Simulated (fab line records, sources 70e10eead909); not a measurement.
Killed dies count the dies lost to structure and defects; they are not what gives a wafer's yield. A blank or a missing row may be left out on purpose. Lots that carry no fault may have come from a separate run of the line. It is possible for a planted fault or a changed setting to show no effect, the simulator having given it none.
fab line records ; flow nandHarc
[record] lots = 6; wafers = 17; lastDay = 24
route steps=1159 shown A_CHANNEL_HOLE_D1@482 A_CHANNEL_FILL_D1@490 END@1159
lots that met no fault: taken from a fault-free run of the same line
startH: the number of hours between the record's first day and the start of the first shown wafer of the lot ; waitH: how many hours have passed since the lot's step before this one ; " same as the row above ; L1.1+2: a row that stands for several wafers ; - no value present, or no start provided ; * or withheld: withheld ; < > ~ a bound
route shown NAME@n: names a module that has steps shown in the file, with the first one's number in the route ; usual: mean/standard deviation taken from wafers without a fault ; same: alike in all rows ; chamber/n: place in a boat ; sites: the reading at each site ; _std_site: standard deviation of those values ; _edge_site: outer sites' mean less inner sites' ; radiusMm: how far each site lies from the wafer's centre ; mask NAME#n: copy n ; behind: the tool/chamber that last shaped the wafer ; hold: reason for holding the lot/hours on hold/outcome of the hold ; device: names the non-switching transistor (n, p or np) ; end of line: tests run on the same wafers once the route is complete ; a step without rows: its recipe alone ; killed: dies that structure and defects cost at the first sort, which is not the same as the wafer's yield ; map: shows each die of a wafer: x if killed, . if not, _ if none is there
set.NAME: the run value of the setting; set.NAME@STEP: its run value at that earlier step ; model.NAME: the simulator's own value behind a step, which no gauge read
a table for each step, a row for each wafer; lots at some steps of the route
services: from which hour (startH, from the record's first day; less than 0 if before it) a tool's chamber was out of use, for how many hours, and why
[[steps]]
[step NHARC_A_CHANNEL_HOLE_D1_STRIP_43]
[recipe] o2FlowSccm = 400; cosFlowSccm = 20; arFlowSccm = 0; biasW = 0; chemistry = O2/COS
[step NHARC_A_CHANNEL_HOLE_D1_ETCH_44]
[recipe] targetDepthA = 1400; overetchA = 140; timeS = 77; ionEnergyEv = 100; cf4FlowSccm = 80; o2FlowSccm = 20; arFlowSccm = 0; rfW = 300; biasW = 100; chemistry = CF4/O2
[usual] chamberPressureMTorr = 29.999/0.029; drypumpMotorCurrentA = 5.6/0.32; oesProductAu = 0.998/0.01; rfVppV = 198.0/1.4; showerheadPlenumPTorr = 1.35/0.055; throttleValvePct = 13.396/0.0083
lot.wafer;tool;chamber;startH;waitH;chamberPressureMTorr;drypumpMotorCurrentA;oesProductAu;rfHoursCounterH;rfVppV;showerheadPlenumPTorr;throttleValvePct
L649.2;rieDiel-12;3;201.41;0.1;30.006;5.2;1.004;11;198.1;1.34;13.383
L649.3;rieDiel-12;0;201.41;0.1;29.954;5.9;1.028;11;197.1;1.27;13.399
L649.5;rieDiel-12;3;201.41;0.1;29.958;5.2;0.989;-;197.2;1.34;13.392
L654.3;rieDiel-08;1;227.07;0.1;29.958;5.5;0.984;6;196.9;1.34;13.392
L654.6;rieDiel-08;1;227.07;0.1;30.015;5.5;0.979;-;197.7;1.34;13.403
L654.5;rieDiel-08;2;227.07;0.1;29.963;5.3;1.006;-;197.1;1.29;13.384
L656.2;rieDiel-04;2;236.25;0.1;29.976;6.0;1.011;8;199.2;1.34;13.386
L656.1;rieDiel-04;3;236.25;0.1;30.053;5.4;0.988;8;197.5;1.26;13.390
L656.5;rieDiel-04;3;236.25;0.1;29.937;5.4;1.004;-;195.7;1.26;13.399
L658.3;rieDiel-04;3;253.44;0.1;30.082;5.4;0.986;9;197.0;1.26;13.392
L658.5;rieDiel-04;2;253.44;0.1;30.039;6.0;0.996;-;197.9;1.34;13.401
L658.6;rieDiel-04;3;253.44;0.1;30.001;5.4;0.984;-;197.0;1.26;13.402
L660.1;rieDiel-12;1;277.95;0.1;30.026;5.8;0.989;4;195.9;1.35;13.404
L660.5;rieDiel-12;0;277.95;0.1;30.018;5.9;1.001;-;196.7;1.27;13.386
L669.1;rieDiel-12;3;320.61;0.1;29.980;5.2;1.002;7;197.0;1.33;13.409
L669.3;rieDiel-12;0;320.61;0.1;29.971;5.9;1.012;8;197.7;1.27;13.389
L669.2;rieDiel-12;1;320.61;0.1;30.006;5.8;1.003;7;197.4;1.35;13.405
[step NHARC_A_CHANNEL_HOLE_D1_STRIP_27]
[recipe] o2FlowSccm = 500; arFlowSccm = 0; biasW = 0; chemistry = O2
[usual] chamberPressureMTorr = 60.00/0.053; drypumpMotorCurrentA = 5.6/0.31; oesProductAu = 0.999/0.01; rfVppV = 57.9/0.86; showerheadPlenumPTorr = 3.55/0.14; throttleValvePct = 17.038/0.0094
lot.wafer;tool;chamber;startH;waitH;chamberPressureMTorr;drypumpMotorCurrentA;oesProductAu;rfHoursCounterH;rfVppV;showerheadPlenumPTorr;throttleValvePct
L649.3;rieDiel-12;0;-;-;60.05;5.9;1.015;11;58.0;3.36;17.025
L649.2;rieDiel-12;2;-;-;59.98;5.3;0.994;11;56.3;3.69;17.044
L649.5;rieDiel-12;0;-;-;60.08;5.9;1.009;-;56.2;3.36;17.046
L654.3;rieDiel-08;3;-;-;59.97;6.0;1.004;6;59.0;3.73;17.042
L654.5;rieDiel-08;1;-;-;60.04;5.5;0.975;-;58.5;3.54;17.054
L654.6;rieDiel-08;2;-;-;59.99;5.3;1.003;-;57.1;3.42;17.033
L656.2;rieDiel-04;3;-;-;60.01;5.4;0.997;8;57.2;3.34;17.038
L656.1;rieDiel-04;2;-;-;60.02;6.0;1.011;8;57.8;3.55;17.060
L656.5;rieDiel-04;0;-;-;60.01;5.8;1.018;-;57.1;3.53;17.054
L658.3;rieDiel-04;1;-;-;60.03;5.1;0.986;8;57.8;3.76;17.029
L658.5;rieDiel-04;2;-;-;59.99;6.0;1.010;-;57.5;3.55;17.046
L658.6;rieDiel-04;3;-;-;59.97;5.4;0.988;-;57.3;3.34;17.046
L660.1;rieDiel-12;0;-;-;60.02;5.9;1.011;5;57.2;3.36;17.026
L660.5;rieDiel-12;3;-;-;60.09;5.2;1.012;-;58.0;3.53;17.023
L669.3;rieDiel-12;0;-;-;59.98;5.9;1.014;8;56.7;3.35;17.037
L669.2;rieDiel-12;1;-;-;59.98;5.8;1.010;7;59.2;3.56;17.049
L669.1;rieDiel-12;2;-;-;60.09;5.3;0.996;7;56.6;3.68;17.034
[step NHARC_A_CHANNEL_HOLE_D1_PRECLEAN_28]
[recipe] timeS = *; tempC = 50; bathAgeMin = 0; chemistry = SC1
[step NHARC_A_CHANNEL_HOLE_D1_SRD_29]
[step NHARC_A_CHANNEL_HOLE_D1_CD_MEAS_30]
[usual] cdNm = 90.1/1.2
lot.wafer;tool;chamber;startH;waitH;cdNm
L649.2;cdSem-03;-;202.20;-;89.2
L649.3;cdSem-03;-;202.20;-;89.5
L649.5;cdSem-03;-;202.20;-;89.6
L654.3;cdSem-01;-;227.99;-;90.3
L654.5;cdSem-01;-;227.99;-;89.1
L654.6;cdSem-01;-;227.99;-;89.7
L656.1;cdSem-03;-;237.05;-;89.3
L656.2;cdSem-03;-;237.05;-;90.8
L656.5;cdSem-03;-;237.05;-;88.6
L658.3;cdSem-03;-;254.24;-;90.3
L658.5;cdSem-03;-;254.24;-;92.2
L658.6;cdSem-03;-;254.24;-;89.5
L660.1;cdSem-01;-;278.78;0.1;92.2
L660.5;cdSem-01;-;278.78;0.1;91.6
L669.1;cdSem-02;-;321.40;-;89.0
L669.2;cdSem-02;-;321.40;-;90.2
L669.3;cdSem-02;-;321.40;-;89.1
[step NHARC_A_CHANNEL_HOLE_D1_XSEM_31]
[recipe] landingEnergyEv = 35000
[step NHARC_A_CHANNEL_HOLE_D1_INSPECT_40]
[usual] rawDefectCount = 63/19
lot.wafer;tool;chamber;startH;waitH;rawDefectCount
L649.2;defectInspect-01;-;202.38;-;41
L649.3;defectInspect-01;-;202.38;-;64
L649.5;defectInspect-01;-;202.38;-;63
L654.3;defectInspect-02;-;228.18;-;55
L654.5;defectInspect-02;-;228.18;-;49
L654.6;defectInspect-02;-;228.18;-;58
L656.1;defectInspect-01;-;237.24;-;57
L656.2;defectInspect-01;-;237.24;-;66
L656.5;defectInspect-01;-;237.24;-;95
L658.3;defectInspect-02;-;254.42;-;61
L658.5;defectInspect-02;-;254.42;-;72
L658.6;defectInspect-02;-;254.42;-;74
L660.1;defectInspect-01;-;278.97;-;71
L660.5;defectInspect-01;-;278.97;-;73
L669.1;defectInspect-01;-;321.59;-;77
L669.2;defectInspect-01;-;321.59;-;52
L669.3;defectInspect-01;-;321.59;-;59
[step NHARC_A_CHANNEL_FILL_D1_PRECLEAN_00]
[recipe] timeS = *; tempC = 50; bathAgeMin = 0; chemistry = SC1
[step NHARC_A_CHANNEL_FILL_D1_SRD_01]
[step NHARC_A_CHANNEL_FILL_D1_ALD_02]
[recipe] targetThkA = 60; pulseTimeS = 10; aldCycles = 60; tempC = 300; material = SiO2
[usual] aldCycles = 60/0; heaterPowerW = 457/44; precursorPulseHeightRel = 1.000/0.019
lot.wafer;tool;chamber;startH;waitH;aldCycles;heaterPowerW;precursorPulseHeightRel
L649.2;aldHk-02;0;202.71;-;60;459;0.973
L649.3;aldHk-02;1;202.71;-;60;488;0.986
L649.5;aldHk-02;3;202.71;-;60;414;0.972
L654.3;aldHk-04;2;228.38;-;60;419;1.007
L654.6;aldHk-04;2;228.38;-;60;424;0.993
L654.5;aldHk-04;3;228.38;-;60;406;0.981
L656.1;aldHk-02;2;237.44;-;60;504;1.004
L656.2;aldHk-02;1;237.44;-;60;483;1.013
L656.5;aldHk-02;2;237.44;-;60;524;0.983
L658.3;aldHk-02;3;254.83;-;60;403;1.005
L658.6;aldHk-02;0;254.83;-;60;457;1.010
L658.5;aldHk-02;1;254.83;-;60;479;1.055
L660.1;aldHk-01;3;279.25;-;60;452;1.019
L660.5;aldHk-01;2;279.25;-;60;495;0.976
L669.2;aldHk-02;0;322.69;-;60;450;1.008
L669.1;aldHk-02;1;322.69;-;60;499;0.986
L669.3;aldHk-02;3;322.69;-;60;414;1.027
[step NHARC_A_CHANNEL_FILL_D1_ALD_03]
[recipe] targetThkA = 60; pulseTimeS = 60; aldCycles = 58; tempC = 630; pressureTorr = 2; material = SiNx
[usual] aldCycles = 58/0; precursorPulseHeightRel = 1.003/0.021
lot.wafer;tool;chamber;startH;waitH;aldCycles;precursorPulseHeightRel
L649.2;aldSinBatch-02;0;-;-;58;0.978
L649.3;aldSinBatch-02;0;-;-;58;0.989
L649.5;aldSinBatch-02;0;-;-;58;0.993
L654.3;aldSinBatch-03;0;-;-;58;1.034
L654.5;aldSinBatch-03;0;-;-;58;0.963
L654.6;aldSinBatch-03;0;-;-;58;0.977
L656.1;aldSinBatch-03;0;-;-;58;1.011
L656.2;aldSinBatch-03;0;-;-;58;1.006
L656.5;aldSinBatch-03;0;-;-;58;1.019
L658.3;aldSinBatch-02;0;-;-;58;0.996
L658.5;aldSinBatch-02;0;-;-;58;1.024
L658.6;aldSinBatch-02;0;-;-;58;1.015
L660.1;aldSinBatch-03;0;-;-;58;0.982
L660.5;aldSinBatch-03;0;-;-;58;1.012
L669.1;aldSinBatch-01;0;-;-;58;1.001
L669.2;aldSinBatch-01;0;-;-;58;1.001
L669.3;aldSinBatch-01;0;-;-;58;0.988
[step NHARC_A_CHANNEL_FILL_D1_ALD_14]
[recipe] targetThkA = 25; pulseTimeS = 10; aldCycles = 25; tempC = 300; material = SiO2
[usual] aldCycles = 25/0; heaterPowerW = 454/46; precursorPulseHeightRel = 1.001/0.018
lot.wafer;tool;chamber;startH;waitH;aldCycles;heaterPowerW;precursorPulseHeightRel
L649.2;aldHk-02;3;209.65;0.3;25;408;0.931
L649.3;aldHk-02;1;209.65;0.3;25;480;0.987
L649.5;aldHk-02;2;209.65;0.3;25;502;1.016
L654.3;aldHk-04;1;236.20;2.3;25;512;0.991
L654.5;aldHk-04;0;236.20;2.3;25;486;1.003
L654.6;aldHk-04;1;236.20;2.3;25;512;0.981
L656.2;aldHk-04;3;244.46;0.0;25;389;0.997
L656.1;aldHk-04;0;244.46;0.0;17;489;1.000
L656.5;aldHk-04;0;244.46;0.0;25;501;1.006
L658.3;aldHk-01;1;262.29;0.7;25;383;0.992
L658.5;aldHk-01;2;262.29;0.7;25;497;1.023
L658.6;aldHk-01;3;262.29;0.7;25;466;0.991
L660.1;aldHk-04;3;286.29;0.2;17;385;0.996
L660.5;aldHk-04;1;286.29;0.2;25;507;0.990
L669.1;aldHk-02;3;330.95;1.3;25;404;1.028
L669.3;aldHk-02;0;330.95;1.3;25;452;0.995
L669.2;aldHk-02;1;330.95;1.3;25;496;1.019
[step NHARC_A_CHANNEL_FILL_D1_ALD_15]
[recipe] targetThkA = 20; pulseTimeS = 60; aldCycles = 19; tempC = 630; pressureTorr = 2; material = SiNx
[usual] aldCycles = 19/0; precursorPulseHeightRel = 0.999/0.019
lot.wafer;tool;chamber;startH;waitH;aldCycles;precursorPulseHeightRel
L649.2;aldSinBatch-03;0;-;-;19;1.066
L649.3;aldSinBatch-03;0;-;-;19;0.993
L649.5;aldSinBatch-03;0;-;-;19;1.007
L654.3;aldSinBatch-02;0;-;-;19;0.992
L654.5;aldSinBatch-02;0;-;-;19;0.994
L654.6;aldSinBatch-02;0;-;-;19;1.017
L656.1;aldSinBatch-01;0;-;-;19;1.009
L656.2;aldSinBatch-01;0;-;-;19;0.975
L656.5;aldSinBatch-01;0;-;-;19;1.017
L658.3;aldSinBatch-01;0;-;-;19;1.027
L658.5;aldSinBatch-01;0;-;-;19;1.002
L658.6;aldSinBatch-01;0;-;-;19;1.016
L660.1;aldSinBatch-02;0;-;-;19;0.962
L660.5;aldSinBatch-02;0;-;-;19;1.024
L669.1;aldSinBatch-02;0;-;-;19;0.992
L669.2;aldSinBatch-02;0;-;-;19;1.019
L669.3;aldSinBatch-02;0;-;-;19;1.003
[step NHARC_END_SORT_01]
[recipe] tempC = 25
[usual] killedAtArray = 25/9.5; killedAtOther = 0.8/1.2; killedAtPeriphery = 3.4/2.2; killedDies = 29/10; killedOpen = 3.3/1.8; killedShort = 2.1/1.4
[same] grossDies = 677
lot.wafer;tool;chamber;startH;waitH;killedAtArray;killedAtOther;killedAtPeriphery;killedDies;killedOpen;killedShort
L654.3;prober-02;0;496.98;3.1;16;1;4;21;3;1
L654.5;prober-02;0;498.58;3.7;16;0;2;18;5;0
L654.6;prober-02;0;499.38;4.0;20;0;0;20;2;2
L656.1;prober-02;0;503.23;2.5;43;0;5;48;4;5
L656.2;prober-02;0;504.02;2.8;30;0;2;32;4;2
L656.5;prober-02;0;506.41;3.7;31;0;3;34;4;1
L669.1;prober-02;0;575.68;2.5;7;0;6;13;2;3
L669.2;prober-02;0;576.48;2.8;23;1;0;24;2;2
L669.3;prober-02;0;577.29;3.1;15;1;1;17;1;4
// killed by level:class
L654.3 A_CHANNEL_HOLE_D1:chamberFilmFlake=5 A_CONTACT:chamberFilmFlake=4 A_WL_FILL:chamberFilmFlake=3 P_STI:chamberFilmFlake=2 P_CONTACT:geometricParticle:open=1 P_M2:geometricParticle:short=1 A_CONTACT:geometricParticle:open=1 STARTING-WAFER:geometricParticle:open=1
L654.5 A_WL_FILL:chamberFilmFlake=8 A_CONTACT:geometricParticle:open=2 A_CONTACT:chamberFilmFlake=2 P_CONTACT:geometricParticle:open=1 A_ONON_D1:geometricParticle:open=1 A_WL_FILL:geometricParticle:open=1 P_STI:chamberFilmFlake=1 A_CHANNEL_HOLE_D1:chamberFilmFlake=1
L654.6 A_CONTACT:chamberFilmFlake=7 A_WL_FILL:chamberFilmFlake=6 A_ONON_D1:geometricParticle:open=2 A_CHANNEL_HOLE_D1:chamberFilmFlake=2 A_CHANNEL_HOLE_D1:geometricParticle:short=1 A_M0:geometricParticle:short=1 A_STAIRCASE:chamberFilmFlake=1
L656.1 A_SLIT:chamberFilmFlake=16 A_CHANNEL_HOLE_D1:chamberFilmFlake=13 A_CONTACT:chamberFilmFlake=4 A_M0:geometricParticle:open=2 A_STAIRCASE:chamberFilmFlake=2 P_GATE:geometricParticle:open=1 P_GATE:geometricParticle:short=1 P_CONTACT:geometricParticle:short=1
L656.2 A_CHANNEL_HOLE_D1:chamberFilmFlake=16 A_CONTACT:chamberFilmFlake=5 A_SLIT:chamberFilmFlake=4 A_WL_FILL:geometricParticle:open=3 P_M2:geometricParticle:open=1 A_STAIRCASE:geometricParticle:short=1 A_WL_FILL:geometricParticle:short=1 P_GATE:chamberFilmFlake=1
L656.5 A_CHANNEL_HOLE_D1:chamberFilmFlake=20 A_SLIT:chamberFilmFlake=4 A_CONTACT:chamberFilmFlake=4 P_CONTACT:geometricParticle:open=1 P_M0:geometricParticle:open=1 P_M1:geometricParticle:open=1 A_ONON_D1:geometricParticle:open=1 A_CHANNEL_FILL_D1:geometricParticle:short=1
L669.1 P_ZERO_WELL:chamberFilmFlake=3 P_M0:geometricParticle:open=2 A_M0:geometricParticle:short=2 A_CHANNEL_HOLE_D1:chamberFilmFlake=2 A_WL_FILL:geometricParticle:short=1 P_STI:chamberFilmFlake=1 A_SLIT:chamberFilmFlake=1 A_WL_FILL:chamberFilmFlake=1
L669.2 A_CHANNEL_HOLE_D1:chamberFilmFlake=10 A_CONTACT:chamberFilmFlake=4 A_STAIRCASE:chamberFilmFlake=2 A_CHANNEL_FILL_D1:geometricParticle:short=1 A_CONTACT:geometricParticle:short=1 A_CONTACT:geometricParticle:open=1 A_M1:geometricParticle:open=1 A_CHANNEL_FILL_D1:chamberFilmFlake=1
L669.3 A_CHANNEL_HOLE_D1:chamberFilmFlake=6 A_CONTACT:chamberFilmFlake=4 A_SOURCE_PLATE:geometricParticle:short=1 A_CHANNEL_FILL_D1:geometricParticle:short=1 A_WL_FILL:geometricParticle:short=1 A_WL_FILL:geometricParticle:open=1 STARTING-WAFER:geometricParticle:short=1 P_ZERO_WELL:chamberFilmFlake=1
[[services]]
tool;chamber;startH;hours;kind
rieDiel-12;0;181.68;-;clean
rieDiel-12;1;181.68;-;clean
rieDiel-12;2;181.68;-;clean
aldSinBatch-03;-;189.91;2.0;repair
rieDiel-08;1;191.92;3.4;repair
aldHk-04;-;193.15;10.0;pm
rieDiel-12;-;202.40;9.0;pm
rieDiel-04;2;208.75;4.9;repair
rieDiel-08;0;225.39;8.6;repair
aldHk-01;-;228.00;10.0;pm
rieDiel-08;0;251.58;8.4;repair
rieDiel-04;3;275.71;4.1;repair
aldHk-02;-;280.00;10.0;pm
aldHk-02;0;280.00;10.0;ventCycle
aldHk-02;1;280.00;10.0;ventCycle
aldHk-02;2;280.00;10.0;ventCycle
aldHk-02;3;280.00;10.0;ventCycle
rieDiel-04;-;288.90;9.0;pm
aldHk-02;0;290.00;-;clean
aldHk-02;1;290.00;-;clean
aldHk-02;2;290.00;-;clean
aldHk-02;3;290.00;-;clean
rieDiel-08;-;301.80;9.0;pm
aldSinBatch-03;-;314.00;26.0;pm
[[key]]
[firstSign] step = NHARC_A_CHANNEL_FILL_D1_ALD_14; reading = aldCycles; direction = down; sigmas = 99+; usual = 25; struck = 17
effect none on later readings
metAt NHARC_A_CHANNEL_FILL_D1_ALD_14
struckWafers L656.1,L660.1
testerLeftOut L656,L660
onsetBetween 236.20 244.46
[fault] kind = processParameterDrift; tool = aldHk-04; chamber = -; onsetH = 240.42; steps = NHARC_A_CHANNEL_FILL_D1_ALD_14; channel = aldCycles; offset = -8; shape = step; endH = 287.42; scope = struckWafersOnly; actsIn = theseRecipesOnly; stated = 25
// testerLeftOut: of these lots the tester's yield and bins aren't shown, on N5 and GAA mostly nor the transistor test; their killed dies are dies lost to structure and defects alone, not to doping, threshold or leakage, so they don't give the yield
